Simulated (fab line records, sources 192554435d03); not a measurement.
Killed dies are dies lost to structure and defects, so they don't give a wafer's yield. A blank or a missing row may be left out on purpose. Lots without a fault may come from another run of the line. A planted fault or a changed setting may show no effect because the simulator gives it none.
Chamber matching | flow n5_finfet | N5_BEOL_M7_STRIP_67 on rie_diel-05: 4 sister chambers
The step strips in CF4. 4 wafers are shown with their chamber, then 10 later ones without.

WAFERS WITH THEIR CHAMBER
wafer  | chamber | drypump_motor_current_A (A)
L089.4 | 2       | 6.2
L090.1 | 0       | 5.8
L092.1 | 3       | 6.3
L092.2 | 1       | 5.3

WAFERS WITHOUT THEIR CHAMBER
wafer  | drypump_motor_current_A (A)
L092.5 | 5.3
L093.1 | 5.8
L093.3 | 5.3
L093.5 | 5.4
L095.1 | 5.8
L095.2 | 5.4
L095.4 | 5.4
L097.4 | 6.2
L097.5 | 5.8
L097.6 | 6.4

WHICH CHAMBER EACH WENT THROUGH
wafer  | from the rows above     | in truth
L092.5 | 1                       | 1
L093.1 | 0                       | 0
L093.3 | 1                       | 1
L093.5 | 1                       | 1
L095.1 | 0                       | 0
L095.2 | 1                       | 1
L095.4 | 1                       | 1
L097.4 | can't be placed: 2 or 3 | 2
L097.5 | 0                       | 0
L097.6 | can't be placed: 3 or 2 | 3
Placed correctly: 8 of 10. Can't be placed from these rows: 2 (the true chamber is among the candidates in 2). Placed wrongly: 0.
How it was worked out, from the rows above alone: a wafer's distance from a chamber is the root of the sum, over the readings, of the square of ((its reading less the chamber's mean) divided by the reading's scatter). The wafer belongs to the nearest chamber; if the next one is less than 2 further off, it can't be placed. A chamber's mean is the mean of its shown wafers. The scatter: with one shown wafer a chamber, the root of the mean of the squares of how far each hidden wafer lies from its nearest shown one.
